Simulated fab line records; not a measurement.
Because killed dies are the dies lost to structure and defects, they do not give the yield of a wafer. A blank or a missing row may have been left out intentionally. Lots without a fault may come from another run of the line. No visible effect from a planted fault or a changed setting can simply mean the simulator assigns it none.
8D (eight disciplines) problem report, filled in by code || flow nand harc || the parts of the form that need people (team, actions taken, sign-off) are left out

1. WHAT WENT WRONG
Wafers with no fault read 94.3 s with a standard deviation of 0.51, whereas run length s at NHARC_P_M2_ETCH_28 reads a mean of 73.7 s on 1 wafer of 1 lot. That is -40 standard deviations from the usual mean.
The step: etches the open film in CF4/N2, target depth 30 nm, time 72.99 s.
Seen first at day 13 04:13 on rie diel-02, wafer L138.3. At this step, 39 wafers from 13 lots have a number in the record. By rule, "out" or "out of limits" means more than 4 standard deviations away from the usual mean. The other wafers with a number count as sound.

2. WHAT IT IS AND WHAT IT IS NOT
{"question": "which readings at this step", "is": "run length s", "is not": "drypump motor current A, oes product au, rf vpp V, showerhead plenum p Torr, throttle valve pct"}
{"question": "which lots", "is": "L138", "is not": "L122, L123, L124, L125, L126, L127, L128, L130, L131, L132, L140, L145"}
{"question": "which wafers of those lots", "is": "L138.3", "is not": "L138.2, L138.4"}
{"question": "read on which tools", "is": "rie diel-02", "is not": "rie diel-08, rie diel-09"}
{"question": "when", "is": "from day 13 04:13", "is not": "up to then (32 sound wafers); but 6 sound wafers of L140, L145 came after"}

3. SUSPECTS, AND WHAT RULES EACH OUT
Counting: a tool at a process step up to the reading stays a suspect if it ran every lot that is out. Sound lots after the first of them don't rule it out here, since some wafers of a struck lot are sound.
- cmp-01 at NHARC_P_M1_CMP_23 (polishes, t overpolish 20 s, target thk 157.82 nm): kept. The lot that is out, L138, ran on it at day 13 01:32; the last sound lot it ran before that was L132, at day 10 18:17.
- pecvd-02 at NHARC_P_M1_PRE_CLEAN_32 (time 12 s): kept. The lot that is out, L138, ran on it at day 13 02:04; the last sound lot it ran before that was L131, at day 10 10:27.
- rie diel-02 at NHARC_P_M2_ETCH_28 (etches the open film in CF4/N2, target depth 30 nm, time 72.99 s): kept. The lot that is out, L138, ran on it at day 13 04:13; the last sound lot it ran before that was L132, at day 10 21:00. Its own run length s readings are out on those wafers.
- In cmp-01 at NHARC_P_M1_CMP_23, the wafers that are out were processed in chamber 1 and their sound lot-mates in chambers 2, 3.
- In rie diel-02 at NHARC_P_M2_ETCH_28, the wafers that are out were processed in chamber 0 and their sound lot-mates in chambers 1, 2.
After the count, these remain: cmp-01 at NHARC_P_M1_CMP_23, pecvd-02 at NHARC_P_M1_PRE_CLEAN_32 and rie diel-02 at NHARC_P_M2_ETCH_28.

4. THE CAUSE (what the simulator had put in)
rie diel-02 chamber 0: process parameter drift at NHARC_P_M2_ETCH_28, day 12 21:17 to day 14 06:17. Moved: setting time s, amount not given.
3 suspects survive the count, and this tool is in that group.

5. SEQUENCE OF EFFECTS, ordered by route
Each row: a reading where the mean over the struck wafers with a number is more than 3 standard deviations away from the usual. Readings are gone through only where the record gives a usual standard deviation; hours: the median, over the lots, of the time from a lot's start at the first step in this table giving one to that lot's start at this step; sigmas: the change measured in usual standard deviations.
{"hours": 0, "step": "NHARC_P_M2_ETCH_28", "reading": "run length s", "usual": "94.3 s", "on struck wafers": 73.7, "change": -20.6, "sigmas": -40}
Here are the process steps it includes:
- NHARC_P_M2_ETCH_28: etches the open film in CF4/N2, target depth 30 nm, time 72.99 s.

6. HOW IT WOULD HAVE BEEN CAUGHT EARLIER
First out-of-limits reading in this record: day 13 04:13, which is 7 hours after fault onset at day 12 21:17.
